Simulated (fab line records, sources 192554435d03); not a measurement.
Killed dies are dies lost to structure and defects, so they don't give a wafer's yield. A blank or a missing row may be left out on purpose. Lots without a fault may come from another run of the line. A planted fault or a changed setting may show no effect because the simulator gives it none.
Chamber matching | flow n5_finfet | N5_MOL_CONTACT_COAG_ETCH_110 on rie_diel-06: 4 sister chambers
The step etches Si in CF4/O2, target depth 2.5 nm, time 8 s. 14 wafers are shown with their chamber, then 7 later ones without.

WAFERS WITH THEIR CHAMBER
wafer  | chamber | showerhead_plenum_p_Torr (Torr) | throttle_valve_pct (%) | oes_f_703_au (a.u.)
L342.2 | 3       | 2.24                            | 10.89                  | 0.78
L342.4 | 2       | 2.31                            | 11.01                  | 0.77
L342.5 | 3       | 2.24                            | 10.90                  | 0.79
L343.3 | 2       | 2.31                            | 11.03                  | 0.77
L343.5 | 1       | 2.19                            | 11.10                  | 0.68
L343.6 | 3       | 2.24                            | 10.90                  | 0.78
L344.1 | 0       | 2.19                            | 10.34                  | 0.97
L344.4 | 3       | 2.24                            | 10.90                  | 0.78
L344.5 | 0       | 2.19                            | 10.36                  | 0.98
L348.1 | 3       | 2.24                            | 10.94                  | 0.77
L348.3 | 2       | 2.30                            | 11.09                  | 0.76
L348.5 | 2       | 2.30                            | 11.05                  | 0.76
L350.1 | 3       | 2.23                            | 10.94                  | 0.77
L350.3 | 1       | 2.18                            | 10.39                  | 0.93

SIGNATURES (means of the wafers above)
reading                  | chamber 0 | chamber 1 | chamber 2 | chamber 3 | scatter within a chamber
showerhead_plenum_p_Torr | 2.1900    | 2.1850    | 2.3050    | 2.2383    | 0.00483
throttle_valve_pct       | 10.3500   | 10.7450   | 11.0450   | 10.9117   | 0.161
oes_f_703_au             | 0.9750    | 0.8050    | 0.7650    | 0.7783    | 0.0563
Rule: a wafer's distance from a chamber is the root of the sum, over the readings, of the square of ((its reading less the chamber's mean) divided by the reading's scatter). The wafer belongs to the nearest chamber; if the next one is less than 2 further off, it can't be placed. The scatter: the root of (the sum of the squares of (reading less its chamber's mean) over the shown wafers, divided by (wafers less chambers)).

WAFERS WITHOUT THEIR CHAMBER
wafer  | showerhead_plenum_p_Torr (Torr) | throttle_valve_pct (%) | oes_f_703_au (a.u.)
L350.6 | 2.30                            | 11.09                  | 0.76
L352.3 | 2.23                            | 10.94                  | 0.76
L352.4 | 2.30                            | 11.09                  | 0.75
L352.5 | 2.18                            | 10.39                  | 0.92
L356.1 | 2.23                            | 10.96                  | 0.76
L356.2 | 2.30                            | 11.12                  | 0.75
L356.3 | 2.18                            | 10.42                  | 0.90

WHICH CHAMBER EACH WENT THROUGH
wafer  | from the rows above     | in truth
L350.6 | 2                       | 2
L352.3 | 3                       | 3
L352.4 | 2                       | 2
L352.5 | can't be placed: 0 or 1 | 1
L356.1 | 3                       | 3
L356.2 | 2                       | 2
L356.3 | can't be placed: 0 or 1 | 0
Placed correctly: 5 of 7. Can't be placed from these rows: 2 (the true chamber is among the candidates in 2). Placed wrongly: 0.
